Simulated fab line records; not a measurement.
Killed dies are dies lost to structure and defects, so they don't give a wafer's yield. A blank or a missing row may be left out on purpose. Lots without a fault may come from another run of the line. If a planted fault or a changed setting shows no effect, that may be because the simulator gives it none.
The tool behind it: which one? :: flow nand_harc :: 33 wafers from 11 lots sampled at 7 of the route's 1302 steps

## WHAT THE GAUGES READ, wafer by wafer
NHARC_A_M0_INSPECT_11.
lot: L253
measured: day 22 12:24
on: defect_inspect-02
raw_defect_count: 85 75 70

lot: L255
measured: day 23 03:59
on: defect_inspect-02
raw_defect_count: 42 58 62

lot: L258
measured: day 24 10:04
on: defect_inspect-02
raw_defect_count: 22 24 17

lot: L257
measured: day 24 14:04
on: defect_inspect-02
raw_defect_count: 104 113 104

lot: L261
measured: day 25 11:29
on: defect_inspect-02
raw_defect_count: 31 29 25

lot: L260
measured: day 25 15:38
on: defect_inspect-02
raw_defect_count: 125 114 127

lot: L263
measured: day 26 17:28
on: defect_inspect-01
raw_defect_count: 42 47 38

lot: L262
measured: day 26 22:20
on: defect_inspect-02
raw_defect_count: 127 129 129

lot: L264
measured: day 27 00:49
on: defect_inspect-02
raw_defect_count: 69 78 77

lot: L273
measured: day 30 17:55
on: defect_inspect-01
raw_defect_count: 82 71 76

lot: L275
measured: day 31 16:40
on: defect_inspect-02
raw_defect_count: 119 120 119

NHARC_A_M0_INSPECT_27.
lot: L253
measured: day 22 15:02
on: defect_inspect-02
raw_defect_count: 580 1000 711

lot: L255
measured: day 23 06:31
on: defect_inspect-02
raw_defect_count: 308 406 797

lot: L258
measured: day 24 12:37
on: defect_inspect-01
raw_defect_count: 721 707 570

lot: L257
measured: day 24 16:47
on: defect_inspect-01
raw_defect_count: 456 649 633

lot: L261
measured: day 25 14:01
on: defect_inspect-01
raw_defect_count: 475 449 443

lot: L260
measured: day 25 18:12
on: defect_inspect-01
raw_defect_count: 483 455 550

lot: L263
measured: day 26 20:02
on: defect_inspect-01
raw_defect_count: 466 598 472

lot: L262
measured: day 27 00:53
on: defect_inspect-02
raw_defect_count: 565 667 684

lot: L264
measured: day 27 03:22
on: defect_inspect-02
raw_defect_count: 428 753 582

lot: L273
measured: day 30 20:28
on: defect_inspect-02
raw_defect_count: 452 1002 1132

lot: L275
measured: day 31 19:14
on: defect_inspect-02
raw_defect_count: 663 722 504

NHARC_A_M1_INSPECT_11.
lot: L253
measured: day 22 16:34
on: defect_inspect-01
raw_defect_count: 89 73 67

lot: L255
measured: day 23 08:02
on: defect_inspect-01
raw_defect_count: 43 50 66

lot: L258
measured: day 24 14:01
on: defect_inspect-01
raw_defect_count: 23 23 20

lot: L257
measured: day 24 18:15
on: defect_inspect-01
raw_defect_count: 106 115 101

lot: L261
measured: day 25 15:56
on: defect_inspect-02
raw_defect_count: 31 28 23

lot: L260
measured: day 25 19:41
on: defect_inspect-02
raw_defect_count: 128 112 123

lot: L263
measured: day 26 21:34
on: defect_inspect-02
raw_defect_count: 43 46 35

lot: L262
measured: day 27 02:24
on: defect_inspect-01
raw_defect_count: 118 131 131

lot: L264
measured: day 27 04:53
on: defect_inspect-01
raw_defect_count: 68 82 74

lot: L273
measured: day 30 21:52
on: defect_inspect-02
raw_defect_count: 80 716 689

lot: L275
measured: day 31 21:04
on: defect_inspect-02
raw_defect_count: 124 119 122

NHARC_END_SORT_01.
lot: L260
measured: day 27 16:14
on: prober-01
defect_limited_yield (%): 88.5 88.0 88.6
killed_at_array: 75 81 75
killed_at_other: 1 0 0
killed_at_periphery: 2 0 2
killed_dies: 78 81 77
killed_open: 2 2 2
killed_short: 1 3 2
sort_bin_2_pct (%): 4.6 4.3 4.4
sort_bin_3_pct (%): 1.0 0.9 1.0
sort_bin_4_pct (%): 5.9 6.8 5.9
sort_n_pass: 599 596 600
sort_rim_yield_pct (%): 97 98 89
sort_yield_pct (%): 88.5 88.0 88.6

lot: L263
measured: day 28 17:29
on: prober-02
defect_limited_yield (%): 94.4 94.5 95.3
killed_at_array: 37 30 29
killed_at_other: 0 2 0
killed_at_periphery: 1 5 3
killed_dies: 38 37 32
killed_open: 2 4 3
killed_short: 3 4 1
sort_bin_2_pct (%): 1.9 2.1 1.3
sort_bin_3_pct (%): 0.4 0.1 0.4
sort_bin_4_pct (%): 3.2 3.2 3.0
sort_n_pass: 639 640 645
sort_rim_yield_pct (%): 96 93 89
sort_yield_pct (%): 94.4 94.5 95.3

lot: L264
measured: day 29 02:49
on: prober-01
defect_limited_yield (%): 90.5 89.8
killed_at_array: 58 57
killed_at_other: 0 0
killed_at_periphery: 6 12
killed_dies: 64 69
killed_open: 3 1
killed_short: 2 2
sort_bin_2_pct (%): 3.0 2.5
sort_bin_3_pct (%): 0.4 1.0
sort_bin_4_pct (%): 6.1 6.6
sort_n_pass: 613 608
sort_rim_yield_pct (%): 96 94
sort_yield_pct (%): 90.5 89.8

lot: L273
measured: day 32 08:37
on: prober-01
defect_limited_yield (%): 90.3 38.1 40.6
killed_at_array: 60 416 401
killed_at_other: 0 0 0
killed_at_periphery: 6 3 1
killed_dies: 66 419 402
killed_open: 4 1 2
killed_short: 1 1 1
sort_bin_2_pct (%): 4.0 23.6 22.5
sort_bin_3_pct (%): 0.7 5.8 7.1
sort_bin_4_pct (%): 5.0 32.5 29.8
sort_n_pass: 611 258 275
sort_rim_yield_pct (%): 94 48 38
sort_yield_pct (%): 90.3 38.1 40.6

## EACH LOT AND THE TOOL THAT RAN IT (in order: tool; ch and the chambers of the sampled wafers; start)
lot: L253
NHARC_A_BLC_DEGAS_30: pvd_sputter-01, day 22 09:49
NHARC_A_M0_DESCUM_14: rie_diel-08 ch 2,3, day 22 12:28
NHARC_A_M0_CMP_23: cmp-04 ch 0,1,2, day 22 14:38

lot: L255
NHARC_A_BLC_DEGAS_30: pvd_sputter-02, day 23 01:35
NHARC_A_M0_DESCUM_14: rie_diel-08 ch 0,1, day 23 04:03
NHARC_A_M0_CMP_23: cmp-03 ch 0,1, day 23 06:03

lot: L258
NHARC_A_BLC_DEGAS_30: pvd_sputter-03, day 24 07:40
NHARC_A_M0_DESCUM_14: rie_diel-04 ch 1,2,3, day 24 10:09
NHARC_A_M0_CMP_23: cmp-04 ch 0,1, day 24 12:08

lot: L257
NHARC_A_BLC_DEGAS_30: pvd_sputter-03, day 24 11:40
NHARC_A_M0_DESCUM_14: rie_diel-10 ch 1,2, day 24 14:08
NHARC_A_M0_CMP_23: cmp-02 ch 0,1,2, day 24 16:23

lot: L261
NHARC_A_BLC_DEGAS_30: pvd_sputter-02, day 25 09:04
NHARC_A_M0_DESCUM_14: rie_diel-08 ch 0,2,3, day 25 11:33
NHARC_A_M0_CMP_23: cmp-02 ch 2,3, day 25 13:33

lot: L260
NHARC_A_BLC_DEGAS_30: pvd_sputter-03, day 25 13:04
NHARC_A_M0_DESCUM_14: rie_diel-10 ch 1,3, day 25 15:42
NHARC_A_M0_CMP_23: cmp-02 ch 0,1, day 25 17:42

lot: L263
NHARC_A_BLC_DEGAS_30: pvd_sputter-02, day 26 15:11
NHARC_A_M0_DESCUM_14: rie_diel-10 ch 0,1,2, day 26 17:31
NHARC_A_M0_CMP_23: cmp-03 ch 0,1,2, day 26 19:34

lot: L262
NHARC_A_BLC_DEGAS_30: pvd_sputter-03, day 26 19:55
NHARC_A_M0_DESCUM_14: rie_diel-08 ch 0,2, day 26 22:23
NHARC_A_M0_CMP_23: cmp-04 ch 1,3, day 27 00:26

lot: L264
NHARC_A_BLC_DEGAS_30: pvd_sputter-03, day 26 22:26
NHARC_A_M0_DESCUM_14: rie_diel-10 ch 1,3, day 27 00:53
NHARC_A_M0_CMP_23: cmp-03 ch 1,2,3, day 27 02:55

lot: L273
NHARC_A_BLC_DEGAS_30: pvd_sputter-01, day 30 15:32
NHARC_A_M0_DESCUM_14: rie_diel-08 ch 0,2, day 30 17:59
NHARC_A_M0_CMP_23: cmp-03 ch 0,1, day 30 20:00

lot: L275
NHARC_A_BLC_DEGAS_30: pvd_sputter-02, day 31 14:16
NHARC_A_M0_DESCUM_14: rie_diel-10 ch 0,1,3, day 31 16:46
NHARC_A_M0_CMP_23: cmp-02 ch 1,2, day 31 18:47
- NHARC_A_BLC_DEGAS_30: time 60 s.
- NHARC_A_M0_DESCUM_14: chemistry O2, time 3 s.
- NHARC_A_M0_CMP_23: polishes, t overpolish 20 s, target thk 113.75 nm.

## WHAT THE TOOLS THEMSELVES READ (means of the sampled wafers that have a number; where no wafer has one, the mark that the record gives instead)
NHARC_A_BLC_DEGAS_30.
lot: L253
tool: pvd_sputter-01
heater_power_w (W): 470

lot: L255
tool: pvd_sputter-02
heater_power_w (W): 479

lot: L258
tool: pvd_sputter-03
heater_power_w (W): 502

lot: L257
tool: pvd_sputter-03
heater_power_w (W): 492

lot: L261
tool: pvd_sputter-02
heater_power_w (W): 471

lot: L260
tool: pvd_sputter-03
heater_power_w (W): 464

lot: L263
tool: pvd_sputter-02
heater_power_w (W): 489

lot: L262
tool: pvd_sputter-03
heater_power_w (W): 474

lot: L264
tool: pvd_sputter-03
heater_power_w (W): 470

lot: L273
tool: pvd_sputter-01
heater_power_w (W): 490

lot: L275
tool: pvd_sputter-02
heater_power_w (W): 412

NHARC_A_M0_DESCUM_14.
lot: L253
tool: rie_diel-08
chamber_pressure_mTorr (mTorr): 59.99
drypump_motor_current_A (A): 5.7
oes_product_au (a.u.): 0.988
rf_vpp_V (V): 57.4
showerhead_plenum_p_Torr (Torr): 1.84
throttle_valve_pct (%): 11.314

lot: L255
tool: rie_diel-08
chamber_pressure_mTorr (mTorr): 60.04
drypump_motor_current_A (A): 5.9
oes_product_au (a.u.): 0.993
rf_vpp_V (V): 57.5
showerhead_plenum_p_Torr (Torr): 1.87
throttle_valve_pct (%): 11.312

lot: L258
tool: rie_diel-04
chamber_pressure_mTorr (mTorr): 59.98
drypump_motor_current_A (A): 5.6
oes_product_au (a.u.): 1.006
rf_vpp_V (V): 57.7
showerhead_plenum_p_Torr (Torr): 1.92
throttle_valve_pct (%): 11.321

lot: L257
tool: rie_diel-10
chamber_pressure_mTorr (mTorr): 60.03
drypump_motor_current_A (A): 5.3
oes_product_au (a.u.): 0.979
rf_vpp_V (V): 58.6
showerhead_plenum_p_Torr (Torr): 1.85
throttle_valve_pct (%): 11.310

lot: L261
tool: rie_diel-08
chamber_pressure_mTorr (mTorr): 60.01
drypump_motor_current_A (A): 5.9
oes_product_au (a.u.): 0.998
rf_vpp_V (V): 57.0
showerhead_plenum_p_Torr (Torr): 1.84
throttle_valve_pct (%): 11.317

lot: L260
tool: rie_diel-10
chamber_pressure_mTorr (mTorr): 59.97
drypump_motor_current_A (A): 6.1
oes_product_au (a.u.): 0.999
rf_vpp_V (V): 58.0
showerhead_plenum_p_Torr (Torr): 1.90
throttle_valve_pct (%): 11.307

lot: L263
tool: rie_diel-10
chamber_pressure_mTorr (mTorr): 59.98
drypump_motor_current_A (A): 5.6
oes_product_au (a.u.): 1.000
rf_vpp_V (V): 57.1
showerhead_plenum_p_Torr (Torr): 1.87
throttle_valve_pct (%): 11.322

lot: L262
tool: rie_diel-08
chamber_pressure_mTorr (mTorr): 60.02
drypump_motor_current_A (A): 6.1
oes_product_au (a.u.): 0.988
rf_vpp_V (V): 57.3
showerhead_plenum_p_Torr (Torr): 1.82
throttle_valve_pct (%): 11.306

lot: L264
tool: rie_diel-10
chamber_pressure_mTorr (mTorr): 60.07
drypump_motor_current_A (A): 6.1
oes_product_au (a.u.): 1.010
rf_vpp_V (V): 56.5
showerhead_plenum_p_Torr (Torr): 1.90
throttle_valve_pct (%): 11.305

lot: L273
tool: rie_diel-08
chamber_pressure_mTorr (mTorr): 60.01
drypump_motor_current_A (A): 6.0
oes_product_au (a.u.): 0.991
rf_vpp_V (V): 57.9
showerhead_plenum_p_Torr (Torr): 1.83
throttle_valve_pct (%): 11.314

lot: L275
tool: rie_diel-10
chamber_pressure_mTorr (mTorr): 59.99
drypump_motor_current_A (A): 5.9
oes_product_au (a.u.): 1.008
rf_vpp_V (V): 56.9
showerhead_plenum_p_Torr (Torr): 1.90
throttle_valve_pct (%): 11.311

NHARC_A_M0_CMP_23.
lot: L253
tool: cmp-04
motor_current_A (A): 11.0
time_to_endpoint_s (s): 29

lot: L255
tool: cmp-03
motor_current_A (A): 13.5
time_to_endpoint_s (s): 28

lot: L258
tool: cmp-04
motor_current_A (A): 10.9
time_to_endpoint_s (s): 29

lot: L257
tool: cmp-02
motor_current_A (A): 12.3
time_to_endpoint_s (s): 32

lot: L261
tool: cmp-02
motor_current_A (A): 11.8
time_to_endpoint_s (s): 31

lot: L260
tool: cmp-02
motor_current_A (A): 12.6
time_to_endpoint_s (s): 28

lot: L263
tool: cmp-03
motor_current_A (A): 13.1
time_to_endpoint_s (s): 30

lot: L262
tool: cmp-04
motor_current_A (A): 11.1
time_to_endpoint_s (s): 26

lot: L264
tool: cmp-03
motor_current_A (A): 12.7
time_to_endpoint_s (s): 33

lot: L273
tool: cmp-03
motor_current_A (A): 13.4
time_to_endpoint_s (s): 30

lot: L275
tool: cmp-02
motor_current_A (A): 12.6
time_to_endpoint_s (s): 29

## THE ANSWER, worked out from the rows above alone
Rule: usual is defined by the lots themselves. Put in order of their means at a reading, lots are off if they are a third of the lots or fewer, leave a main group of 4 or more, and stand apart from it by a gap of 3 or more times the standard deviation of the main group's means; of several such gaps the widest counts. A main group whose means are all the same, to the digits that the tables above print for the reading, isn't used. A lot without any number at a reading at which 4 lots or more have one is off too. All remaining lots with rows at the step are treated as sound. First the gauges in route order, then the tools' own readings, where a lot's mean is used as printed above. The first step at which some lot is off is used, and at that step the reading that is off furthest; a lot without a number counts as furthest.
Off at NHARC_A_M1_INSPECT_11 (raw_defect_count): L273. The main group has a mean of 77 with a standard deviation of 38.
If a tool, at a process step before that reading, ran all the lots that are off and no sound lot after the first of them, it fits. Gauges at NHARC_A_M1_INSPECT_11: tried the same way as those tools. Can't be told from this: 3 tools fit, pvd_sputter-01 at NHARC_A_BLC_DEGAS_30, rie_diel-08 at NHARC_A_M0_DESCUM_14, cmp-03 at NHARC_A_M0_CMP_23.

## WHAT WAS PUT IN BY THE SIMULATOR
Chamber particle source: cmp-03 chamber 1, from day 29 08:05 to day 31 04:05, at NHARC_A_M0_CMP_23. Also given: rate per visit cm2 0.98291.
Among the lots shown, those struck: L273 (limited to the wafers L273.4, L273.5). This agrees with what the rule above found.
